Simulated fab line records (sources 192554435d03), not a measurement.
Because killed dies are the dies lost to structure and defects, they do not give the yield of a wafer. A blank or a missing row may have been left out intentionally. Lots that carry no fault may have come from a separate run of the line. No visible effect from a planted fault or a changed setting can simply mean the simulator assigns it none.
fab line records	flow n5-finfet
[record] lots = 7	wafers = 21
route steps=1938 shown BEOL_M10@1476 BEOL_M11@1543 BEOL_M12@1637 PASSIVATION@1936
start-h: hours from the record's first day to the start of the lot's first wafer shown	wait-h: hours since the lot's step before	" unchanged from the row above	L1.1+2: a single row standing in for several wafers	- no value, or no start was given	* or withheld: withheld	< > ~ a bound
route shown NAME@n: a module of which the file shows steps, and the number in the route of the first	usual: mean/standard deviation taken from wafers without a fault	same: alike in all rows	chamber/n: place in a boat	sites: readings site by site	_std_site: standard deviation across them	_edge_site: outer sites' mean less inner sites'	radius-mm: how far each site lies from the wafer's centre	mask NAME#n: copy n	behind: the most recent tool/chamber to have shaped the wafer	hold: the reason the lot was held/the length of the hold in hours/how it ended	device: which transistor (n, p or np) failed to switch	end of line: tests run on the same wafers once the route is complete	where a step has no rows: the recipe by itself	killed: at the first sort, the dies lost to defects and structure; wafer yield is something else	map: a wafer's dies, marking killed ones x, the rest . and places with no die _
set.NAME: the setting the step ran with; set.NAME@STEP: the setting that earlier step ran with	model.NAME: the simulator's own value behind a step, which no gauge read
lots with deliberately changed settings; one table per step, one row per wafer
[[steps]]
[step N5_BEOL_M10_COAT_60]
[recipe] resist = SiARC	temp-c = 220	time-s = 60	spin-rpm = 1500	resist-thk-nm = 30
lot.wafer	tool	chamber	start-h	wait-h	set.spin-rpm	model.SiARC_of_BEOL_M10_COAT_60.thk-nm
L078.1	litho-track-03	0	-	-	1500	30
L078.3+6	"	0	"	"	1368	31.4
L083.1+2+6	litho-track-04	0	-	-	1500	30
L088.4	litho-track-03	0	-	-	1500	30
L088.5+6	"	0	"	"	1572	29.2
L089.1	litho-track-01	0	-	-	1429	30.8
L089.3+5	"	0	"	"	1500	30
L093.1+3+6	litho-track-01	0	-	-	1500	30
L094.1	litho-track-01	0	-	-	1564	29.4
L094.2+5	"	0	"	"	1500	30
L096.1+2+5	litho-track-04	0	-	-	1500	29.8
[step N5_BEOL_M10_COAT_05]
[recipe] resist = CAR-ArF	spin-rpm = 1500	resist-thk-nm = 90
[step N5_BEOL_M10_EBR_07]
[recipe] solvent = PGMEA	ebr-width-mm = 1.5
[step N5_BEOL_M10_DESCUM_16]
[recipe] chemistry = O2	time-s = 7.9	source-power-w = 50	bias-power-w = 20	pressure-mtorr = 20	rf-frequency-hz = 2.712e+07	temp-c = 40	resist = CAR-ArF	o2-flow-sccm = 225
[step N5_BEOL_M10_ETCH_61]
[recipe] chemistry = CF4	target = SiARC	target-depth-a = 390	mask-material = CAR-ArF	time-s = 65	ion-energy-ev = 80	pressure-mtorr = 40	source-w = 545	bias-w = 36	Ar_flow_sccm = 100	cf4-flow-sccm = 100	ends = cleared
lot.wafer	tool	chamber	start-h	wait-h	set.spin-rpm@BEOL_M10_COAT_60	model.CAR-ArF_of_BEOL_M10_COAT_05.thk-nm	model.etch.depth-nm
L078.1	rie-diel-02	0	275.63	0.0	1500	55.6	29.98
L078.3	"	3	"	"	1368	54.4	31.37
L078.6	"	3	"	"	1368	54.4	31.41
L083.1	rie-diel-05	3	306.07	0.0	1500	55.6	30.08
L083.2	"	1	"	"	1500	55.6	30.02
L083.6	"	0	"	"	1500	55.4	30
L088.4	rie-diel-02	2	333.21	0.0	1500	55.4	29.97
L088.5	"	1	"	"	1572	56	29.27
L088.6	"	2	"	"	1572	56.2	29.23
L089.1	rie-diel-02	3	333.82	0.0	1429	55	30.74
L089.3	"	2	"	"	1500	55.6	29.92
L089.5	"	2	"	"	1500	55.6	29.96
L093.1	rie-diel-03	1	359.18	0.0	1500	55.4	30.05
L093.3	"	3	"	"	1500	55.2	29.98
L093.6	"	2	"	"	1500	55.2	30.04
L094.1	rie-diel-02	3	363.49	0.0	1564	56.4	29.32
L094.2	"	1	"	"	1500	56	29.97
L094.5	"	1	"	"	1500	55.8	29.94
L096.1	rie-diel-05	0	386.57	0.0	1500	55.6	29.8
L096.2	"	3	"	"	1500	55.4	29.83
L096.5	"	2	"	"	1500	55.4	29.82
[step N5_BEOL_M10_ETCH_62]
[recipe] chemistry = N2/H2	target = SOC	target-depth-a = 1100	overetch-a = 220	mask-material = SiARC	temp-c = 40	time-s = 165	ion-energy-ev = 200	pressure-mtorr = 30	source-w = 840	bias-w = 150	n2-flow-sccm = 200	h2-flow-sccm = 200
lot.wafer	tool	chamber	start-h	wait-h	set.spin-rpm@BEOL_M10_COAT_60	model.SiARC_of_BEOL_M10_COAT_60.thk-nm
L078.1	rie-diel-02	0	275.68	0.0	1500	23.4
L078.3	"	3	"	"	1368	24.6
L078.6	"	3	"	"	1368	24.8
L083.1+2	rie-diel-05	3,1	306.12	0.0	1500	23.6
L083.6	"	0	"	"	1500	23.4
L088.4	rie-diel-02	2	333.26	0.0	1500	23.6
L088.5+6	"	1,2	"	"	1572	22.8
L089.1	rie-diel-02	3	333.87	0.0	1429	24
L089.3+5	"	2	"	"	1500	23.6
L093.1	rie-diel-03	1	359.23	0.0	1500	23.8
L093.3+6	"	3,2	"	"	1500	23.6
L094.1	rie-diel-02	3	363.54	0.0	1564	22.6
L094.2+5	"	1	"	"	1500	23.6
L096.1+5	rie-diel-05	0,2	386.62	0.0	1500	23.2
L096.2	"	3	"	"	1500	23
[step N5_BEOL_M11_COAT_05]
[recipe] resist = CAR-ArF	spin-rpm = 1500	resist-thk-nm = 90
lot.wafer	tool	chamber	start-h	wait-h	set.spin-rpm	model.CAR-ArF_of_BEOL_M11_COAT_05.thk-nm
L078.1	litho-track-05	0	-	-	1500	90
L078.3	"	0	"	"	1651	85.6
L078.6	"	0	"	"	1500	89.8
L083.1	litho-track-05	0	-	-	1500	89.8
L083.2+6	"	0	"	"	1500	90
L088.4+6	litho-track-05	0	-	-	1500	90.4
L088.5	"	0	"	"	1423	92.8
L089.1	litho-track-04	0	-	-	1500	90.6
L089.3+5	"	0	"	"	1660	86.2
L093.1	litho-track-04	0	-	-	1500	90.4
L093.3	"	0	"	"	1500	89.6
L093.6	"	0	"	"	1500	90.2
L094.1	litho-track-05	0	-	-	1611	87.2
L094.2+5	"	0	"	"	1500	90.4
L096.1+2	litho-track-02	0	-	-	1352	95
L096.5	"	0	"	"	1352	95.2
[step N5_BEOL_M11_EXPOSE_08]
[recipe] mask-id = M11	na = 1.35	source-shape = dipole	sigma-inner = 0.411	sigma-outer = 0.611	polarization = te	dose-mj = 53.75
lot.wafer	tool	chamber	start-h	wait-h	mask	set.dose-mj
L078.1	arfi-scanner-03	0	286.19	-	M11#0	57.69
L078.3+6	"	0	"	"	M11#0	53.75
L083.1+2+6	arfi-scanner-02	0	313.27	-	M11#0	53.75
L088.4+6	arfi-scanner-01	0	341.63	-	M11#0	55.75
L088.5	"	0	"	"	M11#0	53.75
L089.1+5	arfi-scanner-02	0	341.78	-	M11#0	53.75
L089.3	"	0	"	"	M11#0	52.55
L093.1+3+6	arfi-scanner-02	0	368.87	-	M11#0	53.75
L094.1+2+5	arfi-scanner-01	0	372.80	-	M11#0	53.75
L096.1+2+5	arfi-scanner-03	0	399.02	-	M11#0	53.75
[step N5_BEOL_M11_PEB_09]
[recipe] peb-temp-c = withheld	peb-time-s = 60	resist = CAR-ArF
[step N5_BEOL_M11_DEVELOP_10]
[recipe] develop-time-s = 30	developer = TMAH	resist = CAR-ArF	rinse-liquid = diw	dry = air-spin	dev-temp-c = 23
lot.wafer	tool	chamber	start-h	wait-h	set.spin-rpm@BEOL_M11_COAT_05	model.CAR-ArF_of_BEOL_M11_COAT_05.thk-nm
L078.1	litho-track-04	0	-	-	1500	88.4
L078.3	"	0	"	"	1651	83.8
L078.6	"	0	"	"	1500	88.2
L083.1+2	litho-track-05	0	-	-	1500	88.2
L083.6	"	0	"	"	1500	88.4
L088.4	litho-track-05	0	-	-	1500	88.8
L088.5	"	0	"	"	1423	91
L088.6	"	0	"	"	1500	88.6
L089.1	litho-track-04	0	-	-	1500	89
L089.3	"	0	"	"	1660	84.6
L089.5	"	0	"	"	1660	84.4
L093.1	litho-track-05	0	-	-	1500	88.6
L093.3	"	0	"	"	1500	88
L093.6	"	0	"	"	1500	88.4
L094.1	litho-track-05	0	-	-	1611	85.4
L094.2	"	0	"	"	1500	88.6
L094.5	"	0	"	"	1500	88.8
L096.1+2	litho-track-04	0	-	-	1352	93.2
L096.5	"	0	"	"	1352	93.4
[step N5_BEOL_M11_CD_MEAS_11]
[recipe] target-cd-nm = 64.1	landing-energy-ev = 500	detector = se-inlens	polarity = opening
[usual] cd-nm = 64.0/0.52
lot.wafer	tool	chamber	start-h	wait-h	set.dose-mj@BEOL_M11_EXPOSE_08	cd-nm
L078.1	cd-sem-02	0	286.32	-	57.69	67.5
L078.3	"	0	"	"	53.75	64.1
L078.6	"	0	"	"	53.75	63.5
L083.1	cd-sem-01	0	313.40	-	53.75	64.2
L083.2	"	0	"	"	53.75	64.1
L083.6	"	0	"	"	53.75	64.2
L088.4	cd-sem-03	0	341.75	-	55.75	66.2
L088.5	"	0	"	"	53.75	64.0
L088.6	"	0	"	"	55.75	66.8
L089.1	cd-sem-02	0	341.90	-	53.75	63.8
L089.3	"	0	"	"	52.55	63.8
L089.5	"	0	"	"	53.75	64.4
L093.1	cd-sem-01	0	368.99	-	53.75	63.8
L093.3	"	0	"	"	53.75	63.7
L093.6	"	0	"	"	53.75	63.5
L094.1	cd-sem-03	0	372.93	-	53.75	63.9
L094.2	"	0	"	"	53.75	63.3
L094.5	"	0	"	"	53.75	63.4
L096.1	cd-sem-03	0	399.15	-	53.75	63.6
L096.2	"	0	"	"	53.75	63.9
L096.5	"	0	"	"	53.75	63.8
[step N5_BEOL_M11_DESCUM_16]
[recipe] chemistry = O2	time-s = 7.9	source-power-w = 50	bias-power-w = 20	pressure-mtorr = 20	rf-frequency-hz = 2.712e+07	temp-c = 40	resist = CAR-ArF	o2-flow-sccm = 225
[step N5_BEOL_M11_ETCH_61]
[recipe] chemistry = CF4	target = SiARC	target-depth-a = 390	mask-material = CAR-ArF	time-s = 65	ion-energy-ev = 80	pressure-mtorr = 40	source-w = 545	bias-w = 36	Ar_flow_sccm = 100	cf4-flow-sccm = 100	ends = cleared
lot.wafer	tool	chamber	start-h	wait-h	set.dose-mj@BEOL_M11_EXPOSE_08	model.BEOL_M11.cd-offset-nm
L078.1	rie-diel-04	0	286.47	0.0	57.69	3.6
L078.3	"	2	"	"	53.75	0
L078.6	"	1	"	"	53.75	-0.8
L083.1+6	rie-diel-04	3	313.52	0.0	53.75	0
L083.2	"	0	"	"	53.75	-0.2
L088.4	rie-diel-06	2	341.89	0.0	55.75	1.6
L088.5	"	0	"	"	53.75	0
L088.6	"	1	"	"	55.75	2.6
L089.1	rie-diel-06	2	342.12	0.0	53.75	-0.6
L089.3	"	1	"	"	52.55	-0.4
L089.5	"	2	"	"	53.75	0.2
L093.1+6	rie-diel-04	1,2	369.12	0.0	53.75	-0.6
L093.3	"	0	"	"	53.75	-0.4
L094.1	rie-diel-01	0	373.05	0.0	53.75	-0.4
L094.2	"	1	"	"	53.75	-0.8
L094.5	"	0	"	"	53.75	-1
L096.1+5	rie-diel-01	1,0	399.27	0.0	53.75	-0.2
L096.2	"	3	"	"	53.75	-0.4
[step N5_BEOL_M11_ETCH_62]
[recipe] chemistry = N2/H2	target = SOC	target-depth-a = 1100	overetch-a = 220	mask-material = SiARC	temp-c = 40	time-s = 165	ion-energy-ev = 200	pressure-mtorr = 30	source-w = 840	bias-w = 150	n2-flow-sccm = 200	h2-flow-sccm = 200
lot.wafer	tool	chamber	start-h	wait-h	set.dose-mj@BEOL_M11_EXPOSE_08	model.BEOL_M11.cd-offset-nm
L078.1	rie-diel-04	0	286.52	0.0	57.69	3.6
L078.3	"	2	"	"	53.75	-0.2
L078.6	"	1	"	"	53.75	-1
L083.1	rie-diel-04	3	313.57	0.0	53.75	0
L083.2+6	"	0,3	"	"	53.75	-0.2
L088.4	rie-diel-06	2	341.98	0.1	55.75	1.6
L088.5	"	0	"	"	53.75	0
L088.6	"	1	"	"	55.75	2.4
L089.1	rie-diel-06	2	342.17	0.0	53.75	-0.4
L089.3	"	1	"	"	52.55	-0.4
L089.5	"	2	"	"	53.75	0.6
L093.1+6	rie-diel-04	1,2	369.17	0.0	53.75	-0.8
L093.3	"	0	"	"	53.75	-0.4
L094.1	rie-diel-01	0	373.10	0.0	53.75	-0.2
L094.2	"	1	"	"	53.75	-1.2
L094.5	"	0	"	"	53.75	-0.8
L096.1+2+5	rie-diel-01	1,3,0	399.32	0.0	53.75	-0.4
[step N5_BEOL_M11_STRIP_68]
[recipe] chemistry = N2/H2	temp-c = 40	n2-flow-sccm = 200	h2-flow-sccm = 200	rf-frequency-hz = 6e+07
[step N5_BEOL_M11_STRIP_67]
[recipe] chemistry = CF4	resist = SiARC	power-w = 300	bias-power-w = 75	pressure-mtorr = 50	cf4-flow-sccm = 150	rf-frequency-hz = 6e+07
[step N5_BEOL_M11_HM_OPEN_17]
[recipe] chemistry = Cl2/BCl3	target-depth-a = 200	overetch-a = 60	target = TiN	mask-material = SOC	ion-energy-ev = 150	pressure-mtorr = 10	icp-w = 1000	bias-w = 126	Cl2_flow_sccm = 53.25	bcl3-flow-sccm = 21.75	Ar_flow_sccm = 25
lot.wafer	tool	chamber	start-h	wait-h	set.dose-mj@BEOL_M11_EXPOSE_08	model.BEOL_M11.cd-offset-nm
L078.1	rie-metal-02	1	286.70	0.0	57.69	3.6
L078.3	"	1	"	"	53.75	-0.2
L078.6	"	1	"	"	53.75	-1
L083.1+6	rie-metal-01	0,1	313.76	0.0	53.75	0
L083.2	"	1	"	"	53.75	-0.2
L088.4	rie-metal-01	0	342.13	0.1	55.75	1.8
L088.5	"	1	"	"	53.75	0
L088.6	"	0	"	"	55.75	2.6
L089.1	rie-metal-03	0	342.35	0.0	53.75	-0.6
L089.3	"	0	"	"	52.55	-0.6
L089.5	"	1	"	"	53.75	0.6
L093.1	rie-metal-01	0	369.35	0.0	53.75	-0.6
L093.3	"	1	"	"	53.75	-0.4
L093.6	"	0	"	"	53.75	-0.8
L094.1	rie-metal-01	1	373.29	0.0	53.75	-0.4
L094.2	"	1	"	"	53.75	-1.2
L094.5	"	1	"	"	53.75	-1
L096.1+5	rie-metal-01	0	399.51	0.0	53.75	-0.6
L096.2	"	0	"	"	53.75	-0.4
[step N5_BEOL_M11_STRIP_19]
[recipe] chemistry = O2	power-w = 400	temp-c = 40	pressure-mtorr = 30	rf-frequency-hz = 6e+07	bias-power-w = 0	overash-fraction = 0.2	o2-flow-sccm = 225
[step N5_BEOL_M11_CD_MEAS_18]
[recipe] pitch-nm = 140	target-cd-nm = 70
[usual] cd-nm = 69.7/0.49
lot.wafer	tool	chamber	start-h	wait-h	set.dose-mj@BEOL_M11_EXPOSE_08	cd-nm
L078.1	cd-sem-01	-	286.97	0.0	57.69	73.9
L078.3	"	-	"	"	53.75	70.3
L078.6	"	-	"	"	53.75	69.0
L083.1	cd-sem-01	-	313.95	0.0	53.75	70.0
L083.2	"	-	"	"	53.75	69.8
L083.6	"	-	"	"	53.75	70.1
L088.4	cd-sem-03	-	342.29	0.1	55.75	71.6
L088.5	"	-	"	"	53.75	70.3
L088.6	"	-	"	"	55.75	72.4
L089.1	cd-sem-01	-	342.53	0.0	53.75	69.4
L089.3	"	-	"	"	52.55	69.5
L089.5	"	-	"	"	53.75	70.5
L093.1	cd-sem-03	-	369.54	0.1	53.75	69.4
L093.3	"	-	"	"	53.75	69.5
L093.6	"	-	"	"	53.75	69.3
L094.1	cd-sem-02	-	373.56	0.0	53.75	70.0
L094.2	"	-	"	"	53.75	68.7
L094.5	"	-	"	"	53.75	69.1
L096.1	cd-sem-01	-	399.82	0.0	53.75	69.7
L096.2	"	-	"	"	53.75	69.5
L096.5	"	-	"	"	53.75	69.3
[step N5_BEOL_M11_PEB_26]
[recipe] peb-temp-c = withheld	peb-time-s = 60	resist = CAR-ArF
lot.wafer	tool	chamber	start-h	wait-h	set.peb-time-s
L078.1+6	litho-track-02	0	288.53	0.1	60
L078.3	"	0	"	"	71.42
L083.1+2+6	litho-track-04	0	316.02	0.1	60
L088.4+5+6	litho-track-02	0	343.51	0.0	60
L089.1+3+5	litho-track-05	0	343.68	0.1	60
L093.1+6	litho-track-05	0	370.65	0.1	60
L093.3	"	0	"	"	69.12
L094.1+5	litho-track-02	0	374.87	0.1	60
L094.2	"	0	"	"	54.07
L096.1	litho-track-02	0	400.47	0.1	71.79
L096.2+5	"	0	"	"	60
[step N5_BEOL_M11_DEVELOP_27]
[recipe] develop-time-s = 30	developer = TMAH	resist = CAR-ArF	rinse-liquid = diw	dry = air-spin	dev-temp-c = 23
[step N5_BEOL_M11_CD_MEAS_28]
[recipe] target-cd-nm = 70	landing-energy-ev = 500	detector = se-inlens	polarity = opening
[usual] cd-nm = 70.2/0.67
lot.wafer	tool	chamber	start-h	wait-h	set.peb-time-s@BEOL_M11_PEB_26	cd-nm
L078.1	cd-sem-03	0	288.60	-	60	72.0
L078.3	"	0	"	"	71.42	77.4
L078.6	"	0	"	"	60	70.3
L083.1	cd-sem-03	0	316.09	-	60	70.2
L083.2	"	0	"	"	60	69.9
L083.6	"	0	"	"	60	70.3
L088.4	cd-sem-03	0	343.58	-	60	71.8
L088.5	"	0	"	"	60	71.6
L088.6	"	0	"	"	60	70.3
L089.1	cd-sem-03	0	343.75	-	60	69.6
L089.3	"	0	"	"	60	69.7
L089.5	"	0	"	"	60	70.5
L093.1	cd-sem-01	0	370.72	-	60	69.1
L093.3	"	0	"	"	69.12	74.9
L093.6	"	0	"	"	60	69.2
L094.1	cd-sem-01	0	374.94	-	60	69.7
L094.2	"	0	"	"	54.07	65.9
L094.5	"	0	"	"	60	70.7
L096.1	cd-sem-03	0	400.54	-	71.79	77.8
L096.2	"	0	"	"	60	69.3
L096.5	"	0	"	"	60	70.2
[step N5_BEOL_M11_PRECLEAN_42]
[recipe] chemistry = residue-remover	time-s = 60	temp-c = 40
[step N5_BEOL_M11_SRD_43]
[recipe] time-s = 30	temp-c = 23	rinse-liquid = diw	dry = ipa-marangoni
[step N5_BEOL_M11_CD_MEAS_35]
[recipe] target-cd-nm = 70	polarity = opening
[usual] cd-nm = 69.7/0.52
lot.wafer	tool	chamber	start-h	wait-h	set.dose-mj@BEOL_M11_EXPOSE_08	cd-nm
L078.1	cd-sem-01	-	289.61	0.0	57.69	73.5
L078.3	"	-	"	"	53.75	69.8
L078.6	"	-	"	"	53.75	69.0
L083.1	cd-sem-03	-	317.16	0.0	53.75	69.9
L083.2	"	-	"	"	53.75	69.8
L083.6	"	-	"	"	53.75	70.1
L088.4	cd-sem-01	-	344.32	0.0	55.75	72.0
L088.5	"	-	"	"	53.75	70.1
L088.6	"	-	"	"	55.75	72.7
L089.1	cd-sem-03	-	344.70	0.0	53.75	69.5
L089.3	"	-	"	"	52.55	69.6
L089.5	"	-	"	"	53.75	70.7
L093.1	cd-sem-01	-	371.45	0.0	53.75	68.8
L093.3	"	-	"	"	53.75	69.5
L093.6	"	-	"	"	53.75	69.1
L094.1	cd-sem-01	-	375.67	0.0	53.75	69.3
L094.2	"	-	"	"	53.75	68.8
L094.5	"	-	"	"	53.75	69.5
L096.1	cd-sem-02	-	401.44	0.0	53.75	69.6
L096.2	"	-	"	"	53.75	69.2
L096.5	"	-	"	"	53.75	69.2
[step N5_BEOL_M12_ETCH_68]
[recipe] chemistry = N2/H2	target = SOC	mask-material = SiARC	source-w = 3000	bias-w = 350	temp-c = 40	time-s = 285	ion-energy-ev = 200	pressure-mtorr = 30	n2-flow-sccm = 200	h2-flow-sccm = 200
lot.wafer	tool	chamber	start-h	wait-h	set.time-s	model.SiARC_of_BEOL_M12_COAT_66.thk-nm
L078.1	rie-diel-03	1	294.84	0.1	285	86.4
L078.3	"	3	"	"	285	85.8
L078.6	"	3	"	"	285	85.6
L083.1	rie-diel-03	2	322.74	0.1	285	85.6
L083.2	"	3	"	"	285	85.8
L083.6	"	1	"	"	285	86.4
L088.4+5	rie-diel-05	1,2	349.26	0.1	303.6	83.8
L088.6	"	3	"	"	285	86
L089.1	rie-diel-02	3	349.45	0.1	285	85.6
L089.3	"	0	"	"	231.9	90.4
L089.5	"	3	"	"	231.9	89.8
L093.1	rie-diel-02	3	376.27	0.1	285	85.6
L093.3	"	1	"	"	285	85.2
L093.6	"	3	"	"	285	85.8
L094.1	rie-diel-02	1	379.77	0.1	285	85.4
L094.2+5	"	3,1	"	"	285	85.8
L096.1	rie-diel-03	3	407.71	0.1	285	86.2
L096.2	"	2	"	"	285	85.6
L096.5	"	3	"	"	285	86
[step N5_BEOL_M12_SPUTTER_43]
[recipe] material = TaN	target-thk-a = 150	temp-c = 50	bias-v = 168.6	power-w = 15000	chamber-pressure-pa = 0.12	time-s = 24.19
lot.wafer	tool	chamber	start-h	wait-h	set.time-s	model.TaN_of_BEOL_M12_SPUTTER_43.thk-nm
L078.1+3	pvd-sputter-01	-	296.16	0.0	24.19	14.8
L078.6	"	-	"	"	24.19	15
L083.1+2+6	pvd-sputter-02	-	328.30	0.0	24.19	15
L088.4	pvd-sputter-01	-	352.68	0.0	26.98	16.4
L088.5	"	-	"	"	24.19	14.6
L088.6	"	-	"	"	26.98	16.6
L089.1+3	pvd-sputter-03	-	352.82	0.0	24.19	15.2
L089.5	"	-	"	"	21.56	13.6
L093.1	pvd-sputter-02	-	377.19	0.0	23.21	14.4
L093.3+6	"	-	"	"	24.19	15
L094.1+5	pvd-sputter-02	-	380.51	0.0	23.22	14.2
L094.2	"	-	"	"	24.19	14.8
L096.1+5	pvd-sputter-02	-	408.46	0.0	27.34	17.2
L096.2	"	-	"	"	24.19	15
[step N5_PASSIVATION_PROBE_49]
[usual] defect-limited-yield = 91.5/1.3	killed-dies = 100/15	sort-yield-pct = 91.5/1.3
lot.wafer	tool	chamber	start-h	wait-h	set.time-s@BEOL_M12_ETCH_68	set.spin-rpm@BEOL_M9_COAT_63	defect-limited-yield[%]	killed-dies	sort-yield-pct[%]
L078.1	prober-01	-	330.47	0.0	285	1500	75.3	292	75.3
L078.3	prober-01	-	330.57	0.1	285	1500	73.3	315	73.3
L078.6	prober-01	-	330.72	0.3	285	1619	90.8	109	90.8
L083.1	prober-02	-	361.92	0.0	285	1500	88.3	138	88.3
L083.2	prober-02	-	361.97	0.1	285	1500	90.8	109	90.8
L083.6	prober-02	-	362.17	0.3	285	1500	93.6	76	93.6
L089.1	prober-02	-	392.41	0.0	285	1599	91.4	102	91.4
L089.3	prober-02	-	392.51	0.1	231.9	1599	9.7	1065	9.7
L089.5	prober-02	-	392.61	0.2	231.9	1599	9.0	1074	9.0
L088.4	prober-01	-	392.61	0.2	303.6	1500	88.3	138	88.3
L088.5	prober-01	-	392.66	0.2	303.6	1500	89.4	125	89.4
L088.6	prober-01	-	392.71	0.3	285	1635	87.6	146	87.6
L093.1	prober-02	-	418.76	0.0	285	1500	89.9	119	89.9
L093.3	prober-02	-	418.86	0.1	285	1500	89.2	128	89.2
L093.6	prober-02	-	419.01	0.3	285	1500	90.6	111	90.6
L094.1	prober-01	-	418.76	0.0	285	1551	90.8	108	90.8
L094.2	prober-01	-	418.81	0.1	285	1500	89.7	122	89.7
L094.5	prober-01	-	418.96	0.2	285	1551	90.3	115	90.3
L096.1	prober-02	-	452.39	0.0	285	1436	88.1	141	88.1
L096.2	prober-02	-	452.44	0.1	285	1500	91.4	102	91.4
L096.5	prober-02	-	452.59	0.2	285	1436	89.9	119	89.9
[[key]]
[split] step = N5_BEOL_M10_COAT_60	setting = spin-rpm	stated = 1500	by = wafer
[response] step = N5_BEOL_M10_COAT_60	reading = model.SiARC_of_BEOL_M10_COAT_60.thk-nm	change = -0.16	per = 1%	r = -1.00
[response] step = N5_BEOL_M10_ETCH_61	reading = model.CAR-ArF_of_BEOL_M10_COAT_05.thk-nm	change = +0.134	per = 1%	r = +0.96
[response] step = N5_BEOL_M10_ETCH_61	reading = model.etch.depth-nm	change = -0.159	per = 1%	r = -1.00
[response] step = N5_BEOL_M10_ETCH_62	reading = model.SiARC_of_BEOL_M10_COAT_60.thk-nm	change = -0.152	per = 1%	r = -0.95
[split] step = N5_BEOL_M11_COAT_05	setting = spin-rpm	stated = 1500	by = wafer
[response] step = N5_BEOL_M11_COAT_05	reading = model.CAR-ArF_of_BEOL_M11_COAT_05.thk-nm	change = -0.426	per = 1%	r = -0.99
[response] step = N5_BEOL_M11_DEVELOP_10	reading = model.CAR-ArF_of_BEOL_M11_COAT_05.thk-nm	change = -0.437	per = 1%	r = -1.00
[split] step = N5_BEOL_M11_EXPOSE_08	setting = dose-mj	stated = 53.75	by = wafer
[response] step = N5_BEOL_M11_CD_MEAS_11	reading = cd-nm	change = +0.513	per = 1%	r = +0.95
[response] step = N5_BEOL_M11_ETCH_61	reading = model.BEOL_M11.cd-offset-nm	change = +0.518	per = 1%	r = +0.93
[response] step = N5_BEOL_M11_ETCH_62	reading = model.BEOL_M11.cd-offset-nm	change = +0.542	per = 1%	r = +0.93
[response] step = N5_BEOL_M11_HM_OPEN_17	reading = model.BEOL_M11.cd-offset-nm	change = +0.556	per = 1%	r = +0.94
[response] step = N5_BEOL_M11_CD_MEAS_18	reading = cd-nm	change = +0.533	per = 1%	r = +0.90
[response] step = N5_BEOL_M11_CD_MEAS_35	reading = cd-nm	change = +0.542	per = 1%	r = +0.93
[split] step = N5_BEOL_M11_PEB_26	setting = peb-time-s	stated = 60	by = wafer
[response] step = N5_BEOL_M11_CD_MEAS_28	reading = cd-nm	change = +0.378	per = 1%	r = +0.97
[split] step = N5_BEOL_M12_ETCH_68	setting = time-s	stated = 285	by = wafer
[response] step = N5_BEOL_M12_ETCH_68	reading = model.SiARC_of_BEOL_M12_COAT_66.thk-nm	change = -0.252	per = 1%	r = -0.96
[response] step = N5_PASSIVATION_PROBE_49	reading = defect-limited-yield	slope = +4.27	per = 1%	together-with = spin-rpm@BEOL_M9_COAT_63	explained = 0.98
[response] step = N5_PASSIVATION_PROBE_49	reading = killed-dies	slope = -50.4	per = 1%	together-with = spin-rpm@BEOL_M9_COAT_63	explained = 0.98
[response] step = N5_PASSIVATION_PROBE_49	reading = sort-yield-pct	slope = +4.27	per = 1%	together-with = spin-rpm@BEOL_M9_COAT_63	explained = 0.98
[split] step = N5_BEOL_M12_SPUTTER_43	setting = time-s	stated = 24.19	by = wafer
[response] step = N5_BEOL_M12_SPUTTER_43	reading = model.TaN_of_BEOL_M12_SPUTTER_43.thk-nm	change = +0.161	per = 1%	r = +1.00
split outside-this-file step=N5_BEOL_M9_COAT_63 setting=spin-rpm
// split outside-this-file: this setting was split too, and the file shows its column; the key of that split is in another file
